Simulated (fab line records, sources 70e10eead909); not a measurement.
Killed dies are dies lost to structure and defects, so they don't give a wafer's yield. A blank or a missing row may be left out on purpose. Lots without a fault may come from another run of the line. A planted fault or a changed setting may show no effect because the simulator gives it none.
Chamber matching | flow nand_harc | NHARC_A_WL_FILL_CMP_12 on cmp-01: 4 sister chambers
The step polishes, t overpolish 30 s, target thk 75 nm. 4 wafers are shown with their chamber, then 11 later ones without.

WAFERS WITH THEIR CHAMBER
wafer  | chamber | motor_current_A (A)
L090.1 | 3       | 11.9
L090.2 | 1       | 13.3
L090.4 | 0       | 11.0
L090.3 | 2       | 10.5

WAFERS WITHOUT THEIR CHAMBER
wafer  | motor_current_A (A)
L090.5 | 11.4
L090.6 | 12.4
L089.1 | 11.8
L089.2 | 11.8
L089.5 | 12.1
L095.1 | 11.9
L095.2 | 13.6
L095.4 | 10.8
L095.3 | 11.4
L095.5 | 12.2
L095.6 | 11.9

WHICH CHAMBER EACH WENT THROUGH
wafer  | from the rows above          | in truth
L090.5 | can't be placed: 0 or 3 or 2 | 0
L090.6 | can't be placed: 3 or 1      | 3
L089.1 | 3                            | 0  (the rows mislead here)
L089.2 | 3                            | 3
L089.5 | 3                            | 3
L095.1 | 3                            | 3
L095.2 | 1                            | 1
L095.4 | can't be placed: 0 or 2      | 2
L095.3 | can't be placed: 0 or 3 or 2 | 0
L095.5 | 3                            | 3
L095.6 | 3                            | 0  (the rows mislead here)
Placed correctly: 5 of 11. Can't be placed from these rows: 4 (the true chamber is among the candidates in 4). Placed wrongly: 2.
How it was worked out, from the rows above alone: a wafer's distance from a chamber is the root of the sum, over the readings, of the square of ((its reading less the chamber's mean) divided by the reading's scatter). The wafer belongs to the nearest chamber; if the next one is less than 2 further off, it can't be placed. A chamber's mean is the mean of its shown wafers. The scatter: with one shown wafer a chamber, the root of the mean of the squares of how far each hidden wafer lies from its nearest shown one.
